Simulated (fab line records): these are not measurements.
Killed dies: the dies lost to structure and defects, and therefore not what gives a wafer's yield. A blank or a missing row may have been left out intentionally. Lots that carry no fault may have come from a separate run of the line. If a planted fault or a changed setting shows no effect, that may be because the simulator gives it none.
Split-lot experiment / flow n5Finfet / 7 lots, 39 wafers read, on a route of 1938 steps

ABOUT THE SPLIT
At N5_FIN_SAQP_MANDREL_ETCH_22 (etches a-Si in HBr/Cl2, stops on SiNx, target depth 60 nm, bt time 10 s, time 30 s), the setting targetDepthA was moved away from the recipe's 600 angstrom on 15 of the 39 wafers read, by -11.0% to -4.9%. All remaining wafers had this setting at the recipe value.

Reading taken at the split's own step.

THE READING
SOC_of_FIN_SAQP_COAT_49.thkNm (the simulator's own value, which no gauge read), in nm, at N5_FIN_SAQP_MANDREL_ETCH_22 (etches a-Si in HBr/Cl2, stops on SiNx, target depth 60 nm, bt time 10 s, time 30 s). The file does not state a usual value for it. The 24 wafers here that ran the recipe average 76.06 nm, standard deviation 0.43 nm.

wafer=L080.1; tool, chamber at the split=rieSi-03, 3; targetDepthA as run, angstrom=533.8; against the recipe=-11.0%; SOC_of_FIN_SAQP_COAT_49.thkNm, nm=78.51; against lot-mates on the recipe=+2.29
wafer=L080.2; tool, chamber at the split=rieSi-03, 0; targetDepthA as run, angstrom=533.8; against the recipe=-11.0%; SOC_of_FIN_SAQP_COAT_49.thkNm, nm=78.05; against lot-mates on the recipe=+1.83
wafer=L080.3; tool, chamber at the split=rieSi-03, 1; targetDepthA as run, angstrom=600; against the recipe=recipe; SOC_of_FIN_SAQP_COAT_49.thkNm, nm=76.48; against lot-mates on the recipe=-
wafer=L080.4; tool, chamber at the split=rieSi-03, 2; targetDepthA as run, angstrom=600; against the recipe=recipe; SOC_of_FIN_SAQP_COAT_49.thkNm, nm=76.29; against lot-mates on the recipe=-
wafer=L080.5; tool, chamber at the split=rieSi-03, 3; targetDepthA as run, angstrom=533.8; against the recipe=-11.0%; SOC_of_FIN_SAQP_COAT_49.thkNm, nm=78.55; against lot-mates on the recipe=+2.33
wafer=L080.6; tool, chamber at the split=rieSi-03, 2; targetDepthA as run, angstrom=600; against the recipe=recipe; SOC_of_FIN_SAQP_COAT_49.thkNm, nm=75.9; against lot-mates on the recipe=-
wafer=L084.1; tool, chamber at the split=rieSi-01, 3; targetDepthA as run, angstrom=539.1; against the recipe=-10.1%; SOC_of_FIN_SAQP_COAT_49.thkNm, nm=78.73; against lot-mates on the recipe=+2.75
wafer=L084.2; tool, chamber at the split=rieSi-01, 2; targetDepthA as run, angstrom=600; against the recipe=recipe; SOC_of_FIN_SAQP_COAT_49.thkNm, nm=76.56; against lot-mates on the recipe=-
wafer=L084.3; tool, chamber at the split=rieSi-01, 0; targetDepthA as run, angstrom=539.1; against the recipe=-10.1%; SOC_of_FIN_SAQP_COAT_49.thkNm, nm=78.55; against lot-mates on the recipe=+2.57
wafer=L084.4; tool, chamber at the split=rieSi-01, 1; targetDepthA as run, angstrom=600; against the recipe=recipe; SOC_of_FIN_SAQP_COAT_49.thkNm, nm=75.53; against lot-mates on the recipe=-
wafer=L084.5; tool, chamber at the split=rieSi-01, 1; targetDepthA as run, angstrom=600; against the recipe=recipe; SOC_of_FIN_SAQP_COAT_49.thkNm, nm=75.85; against lot-mates on the recipe=-
wafer=L084.6; tool, chamber at the split=rieSi-01, 0; targetDepthA as run, angstrom=539.1; against the recipe=-10.1%; SOC_of_FIN_SAQP_COAT_49.thkNm, nm=78.45; against lot-mates on the recipe=+2.47
wafer=L086.1; tool, chamber at the split=rieSi-03, 1; targetDepthA as run, angstrom=600; against the recipe=recipe; SOC_of_FIN_SAQP_COAT_49.thkNm, nm=75.98; against lot-mates on the recipe=-
wafer=L086.2; tool, chamber at the split=rieSi-03, 3; targetDepthA as run, angstrom=570.4; against the recipe=-4.9%; SOC_of_FIN_SAQP_COAT_49.thkNm, nm=77.1; against lot-mates on the recipe=+1.51
wafer=L086.3; tool, chamber at the split=rieSi-03, 0; targetDepthA as run, angstrom=600; against the recipe=recipe; SOC_of_FIN_SAQP_COAT_49.thkNm, nm=75.14; against lot-mates on the recipe=-
wafer=L086.4; tool, chamber at the split=rieSi-03, 2; targetDepthA as run, angstrom=570.4; against the recipe=-4.9%; SOC_of_FIN_SAQP_COAT_49.thkNm, nm=76.61; against lot-mates on the recipe=+1.02
wafer=L086.5; tool, chamber at the split=rieSi-03, 3; targetDepthA as run, angstrom=570.4; against the recipe=-4.9%; SOC_of_FIN_SAQP_COAT_49.thkNm, nm=76.93; against lot-mates on the recipe=+1.34
wafer=L086.6; tool, chamber at the split=rieSi-03, 2; targetDepthA as run, angstrom=600; against the recipe=recipe; SOC_of_FIN_SAQP_COAT_49.thkNm, nm=75.65; against lot-mates on the recipe=-
wafer=L089.3; tool, chamber at the split=rieSi-01, 2; targetDepthA as run, angstrom=600; against the recipe=recipe; SOC_of_FIN_SAQP_COAT_49.thkNm, nm=76.82; against lot-mates on the recipe=-
wafer=L089.4; tool, chamber at the split=rieSi-01, 0; targetDepthA as run, angstrom=600; against the recipe=recipe; SOC_of_FIN_SAQP_COAT_49.thkNm, nm=76.61; against lot-mates on the recipe=-
wafer=L089.6; tool, chamber at the split=rieSi-01, 0; targetDepthA as run, angstrom=600; against the recipe=recipe; SOC_of_FIN_SAQP_COAT_49.thkNm, nm=76.03; against lot-mates on the recipe=-
wafer=L091.1; tool, chamber at the split=rieSi-01, 3; targetDepthA as run, angstrom=600; against the recipe=recipe; SOC_of_FIN_SAQP_COAT_49.thkNm, nm=76.76; against lot-mates on the recipe=-
wafer=L091.2; tool, chamber at the split=rieSi-01, 1; targetDepthA as run, angstrom=600; against the recipe=recipe; SOC_of_FIN_SAQP_COAT_49.thkNm, nm=76.11; against lot-mates on the recipe=-
wafer=L091.3; tool, chamber at the split=rieSi-01, 0; targetDepthA as run, angstrom=551.7; against the recipe=-8.0%; SOC_of_FIN_SAQP_COAT_49.thkNm, nm=78.18; against lot-mates on the recipe=+1.93
wafer=L091.4; tool, chamber at the split=rieSi-01, 2; targetDepthA as run, angstrom=551.7; against the recipe=-8.0%; SOC_of_FIN_SAQP_COAT_49.thkNm, nm=78.31; against lot-mates on the recipe=+2.06
wafer=L091.5; tool, chamber at the split=rieSi-01, 2; targetDepthA as run, angstrom=551.7; against the recipe=-8.0%; SOC_of_FIN_SAQP_COAT_49.thkNm, nm=78.25; against lot-mates on the recipe=+2.00
wafer=L091.6; tool, chamber at the split=rieSi-01, 1; targetDepthA as run, angstrom=600; against the recipe=recipe; SOC_of_FIN_SAQP_COAT_49.thkNm, nm=75.87; against lot-mates on the recipe=-
wafer=L092.1; tool, chamber at the split=rieSi-01, 2; targetDepthA as run, angstrom=600; against the recipe=recipe; SOC_of_FIN_SAQP_COAT_49.thkNm, nm=75.97; against lot-mates on the recipe=-
wafer=L092.2; tool, chamber at the split=rieSi-01, 0; targetDepthA as run, angstrom=600; against the recipe=recipe; SOC_of_FIN_SAQP_COAT_49.thkNm, nm=75.92; against lot-mates on the recipe=-
wafer=L092.3; tool, chamber at the split=rieSi-01, 1; targetDepthA as run, angstrom=600; against the recipe=recipe; SOC_of_FIN_SAQP_COAT_49.thkNm, nm=75.26; against lot-mates on the recipe=-
wafer=L092.4; tool, chamber at the split=rieSi-01, 1; targetDepthA as run, angstrom=600; against the recipe=recipe; SOC_of_FIN_SAQP_COAT_49.thkNm, nm=75.88; against lot-mates on the recipe=-
wafer=L092.5; tool, chamber at the split=rieSi-01, 0; targetDepthA as run, angstrom=600; against the recipe=recipe; SOC_of_FIN_SAQP_COAT_49.thkNm, nm=75.71; against lot-mates on the recipe=-
wafer=L092.6; tool, chamber at the split=rieSi-01, 2; targetDepthA as run, angstrom=600; against the recipe=recipe; SOC_of_FIN_SAQP_COAT_49.thkNm, nm=76.22; against lot-mates on the recipe=-
wafer=L093.1; tool, chamber at the split=rieSi-01, 1; targetDepthA as run, angstrom=561.5; against the recipe=-6.4%; SOC_of_FIN_SAQP_COAT_49.thkNm, nm=77.41; against lot-mates on the recipe=+1.10
wafer=L093.2; tool, chamber at the split=rieSi-01, 0; targetDepthA as run, angstrom=600; against the recipe=recipe; SOC_of_FIN_SAQP_COAT_49.thkNm, nm=75.98; against lot-mates on the recipe=-
wafer=L093.3; tool, chamber at the split=rieSi-01, 3; targetDepthA as run, angstrom=561.5; against the recipe=-6.4%; SOC_of_FIN_SAQP_COAT_49.thkNm, nm=77.82; against lot-mates on the recipe=+1.51
wafer=L093.4; tool, chamber at the split=rieSi-01, 2; targetDepthA as run, angstrom=561.5; against the recipe=-6.4%; SOC_of_FIN_SAQP_COAT_49.thkNm, nm=78.01; against lot-mates on the recipe=+1.70
wafer=L093.5; tool, chamber at the split=rieSi-01, 3; targetDepthA as run, angstrom=600; against the recipe=recipe; SOC_of_FIN_SAQP_COAT_49.thkNm, nm=76.66; against lot-mates on the recipe=-
wafer=L093.6; tool, chamber at the split=rieSi-01, 2; targetDepthA as run, angstrom=600; against the recipe=recipe; SOC_of_FIN_SAQP_COAT_49.thkNm, nm=76.3; against lot-mates on the recipe=-

THE FIT
A straight line over all 39 wafers: SOC_of_FIN_SAQP_COAT_49.thkNm changes by -0.235 nm for each +1% of targetDepthA; r = -0.93; the points scatter about the line by 0.4 nm.
The same after taking each lot's own level away (the mean of its wafers on the recipe; 39 wafers): -0.228 nm for each +1%; r = -0.95; scatter 0.33 nm.
According to that fit, moving targetDepthA by its largest amount changes the reading by 2.5 nm.
The lots' own levels span 75.590 to 76.487 nm, that is 2.1 times the standard deviation above.
Hence the lot-to-lot level has little effect on the slope; both slopes agree.
Check: for one of the wafers moved furthest among these (-11.0%), held out of the fit, the line's prediction against its lot-mates is +2.57 nm. It came out at +2.29 nm against them.

THE FILE'S OWN FIT
SOC_of_FIN_SAQP_COAT_49.thkNm changes by -0.23 nm for each +1% of targetDepthA, r = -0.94.
